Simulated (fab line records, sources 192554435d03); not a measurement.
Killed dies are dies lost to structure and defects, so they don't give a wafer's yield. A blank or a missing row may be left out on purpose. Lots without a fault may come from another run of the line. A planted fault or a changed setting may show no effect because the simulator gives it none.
A struck lot beside a sound one | flow n5_finfet | 42 steps out of a route of 1938
Sound: wafers L939.1, L939.2, L939.3. Struck: wafers L949.1, L949.2, L949.4. The cause comes at the end.
At each step with rows: each side's tool, then ch and its chambers, then its first start. Under that, the readings that differ: sound wafers | struck wafers | difference of the means | sigmas: that difference in standard deviations of wafers without a fault.
alike: readings whose means differ by less than 2 such deviations, and words and numbers that are the same on both sides. not compared: withheld readings, readings that some wafer has no value for, bounds like >300 that may hide the same value, and numbers for which the record gives no deviation and whose values overlap.
The two part at a step that has a row with sigmas, a row that says differs or no value, or rows on one side only. Numbers that don't overlap but have no deviation are shown without sigmas and don't part them. A reading that every wafer of one side lacks parts them only if that side has two wafers or more.

first, 11 steps without rows for these wafers: N5_DUMMY_GATE_ETCH_36 (etches SiARC in CF4, target depth 13 nm); N5_DUMMY_GATE_ETCH_37 (etches SOC in N2/H2, target depth 60 nm, overetch 30 nm); N5_DUMMY_GATE_STRIP_38 (strips in N2/H2); N5_DUMMY_GATE_STRIP_39 (strips in N2/H2); N5_DUMMY_GATE_TRIM_49 (chemistry O2, time 29 s, target cd 14 nm); N5_DUMMY_GATE_STRIP_40 (strips in CF4); N5_DUMMY_GATE_ETCH_31 (etches SiO2 in C4F6/O2, target depth 82.5 nm, time 27.5 s); N5_DUMMY_GATE_STRIP_41 (strips in O2); N5_DUMMY_GATE_HM_OPEN_21 (chemistry CH3F/O2, target SiNx, target depth 120 nm, time 171.4 s); N5_DUMMY_GATE_ETCH_32 (etches SiO2 in CF4, target depth 3.5 nm, time 3.9 s); N5_DUMMY_GATE_ETCH_23 (etches poly-Si in HBr/Cl2/O2, target depth 41 nm, time 22.3 s).
N5_DUMMY_GATE_ETCH_44: etches poly-Si in HBr/O2, stops on SiO2, target depth 127.5 nm.
  sound on rie_si-06 ch 0,1,2, day 3 10:36; struck on rie_si-06 ch 0,2,3, day 6 01:47
  alike: HBr_flow_sccm, O2_flow_sccm, drypump_motor_current_A, oes_product_au, throttle_valve_pct
  not compared: rf_hours_counter_h
then, 7 steps without rows for these wafers: N5_DUMMY_GATE_ETCH_42 (etches SiO2 in CHF3/O2, target depth 3.5 nm, time 31 s); N5_DUMMY_GATE_STRIP_48 (strips in N2/H2, time 20 s); N5_DUMMY_GATE_PRECLEAN_33 (cleans in dHF, time 10 s); N5_DUMMY_GATE_PRECLEAN_25 (cleans in O3/DIW, time 45 s); N5_DUMMY_GATE_PRECLEAN_51 (cleans in SC2, time 45 s); N5_DUMMY_GATE_SRD_26 (time 30 s); N5_DUMMY_GATE_UV_OZONE_45 (time 120 s).
N5_DUMMY_GATE_INSPECT_27: inspects for defects (brightfield).
  sound on defect_inspect-02, day 3 10:59; struck on defect_inspect-02, day 6 02:10
  reading          | sound       | struck      | difference | sigmas
  raw_defect_count | 243 459 376 | 524 654 621 | +240       | +3
then, 3 steps without rows for these wafers: N5_SPACER0_ALD_07 (deposits SiNx, target thk 2 nm); N5_SPACER0_ALD_00 (deposits SiOCN, target thk 3.5 nm, pulse time 3 s, purge time 2 s); N5_SPACER0_ALD_08 (deposits SiNx, target thk 2 nm).
N5_SPACER0_INSPECT_04: inspects for defects (darkfield).
  sound on defect_inspect-01, day 3 11:36; struck on defect_inspect-01, day 6 02:46
  reading          | sound       | struck      | difference | sigmas
  raw_defect_count | 129 209 215 | 374 448 442 | +237       | +7
then, 8 steps without rows for these wafers: N5_SD_EPI_N_COAT_32 (time 60 s, resist thk 350 nm); N5_SD_EPI_N_COAT_33 (time 60 s, resist thk 35 nm); N5_SD_EPI_N_COAT_03 (resist thk 150 nm); N5_SD_EPI_N_EBR_05; N5_SD_EPI_N_SOFTBAKE_04 (time 60 s); N5_SD_EPI_N_EXPOSE_06 (exposes mask SD N BLK, target cd 120 nm); N5_SD_EPI_N_PEB_07 (peb time 60 s); N5_SD_EPI_N_DEVELOP_08 (develop time 30 s).
N5_SD_EPI_N_INSPECT_11: inspects for defects (macro).
  sound on defect_inspect-02, day 3 11:55; struck on defect_inspect-01, day 6 03:14
  reading          | sound | struck      | difference | sigmas
  raw_defect_count | 2 5 2 | 252 286 269 | +266       | +99 or more
then, 5 steps without rows for these wafers: N5_SD_EPI_N_DESCUM_14 (chemistry O2, time 7.9 s); N5_SD_EPI_N_ETCH_34 (etches SiARC in CF4, target depth 45.5 nm, time 75.8 s); N5_SD_EPI_N_ETCH_35 (etches SOC in N2/H2, overetch 108 nm, time 486 s); N5_SD_EPI_N_STRIP_36 (strips in N2/H2); N5_SD_EPI_N_ETCHBACK_44 (etches SiNx in CH3F/O2, stops on SiO2, target depth 14.5 nm).
N5_SD_EPI_N_INSPECT_26: inspects for defects (darkfield).
  sound on defect_inspect-01, day 3 16:48; struck on defect_inspect-02, day 6 07:27
  reading          | sound       | struck      | difference | sigmas
  raw_defect_count | 204 264 269 | 424 468 458 | +204       | +5
N5_SD_EPI_P_INSPECT_26: inspects for defects (darkfield).
  sound on defect_inspect-02, day 3 22:03; struck on defect_inspect-02, day 6 11:44
  reading          | sound       | struck      | difference | sigmas
  raw_defect_count | 180 234 187 | 409 477 425 | +237       | +7
-- the record jumps here: 8 days lie between the struck wafers' starts before and after (it left off in module SD_EPI_P and takes up again in module BEOL_M4, whose first step shown is number 1111 of the route) --
N5_BEOL_M4_RC_MEAS_101:
  sound on prober-01 ch 0, day 10 12:23; struck on prober-01 ch 0, day 14 23:28
  alike: DIBL_N, DIBL_P, IOFF_N, IOFF_P, ION_N, ION_P, SS_N, SS_P, VT_N, VT_P
-- the record jumps here: 4 days lie between the struck wafers' starts before and after (it left off in module BEOL_M4 and takes up again in module PASSIVATION, whose first step shown is number 1936 of the route) --
N5_PASSIVATION_PROBE_49:
  the record has rows for the struck wafers here (prober-01, day 19 06:28) and none for the sound ones

WHERE THEY PART
First at N5_DUMMY_GATE_INSPECT_27; last, within this record, at N5_PASSIVATION_PROBE_49.

WHY: what the simulator had put in
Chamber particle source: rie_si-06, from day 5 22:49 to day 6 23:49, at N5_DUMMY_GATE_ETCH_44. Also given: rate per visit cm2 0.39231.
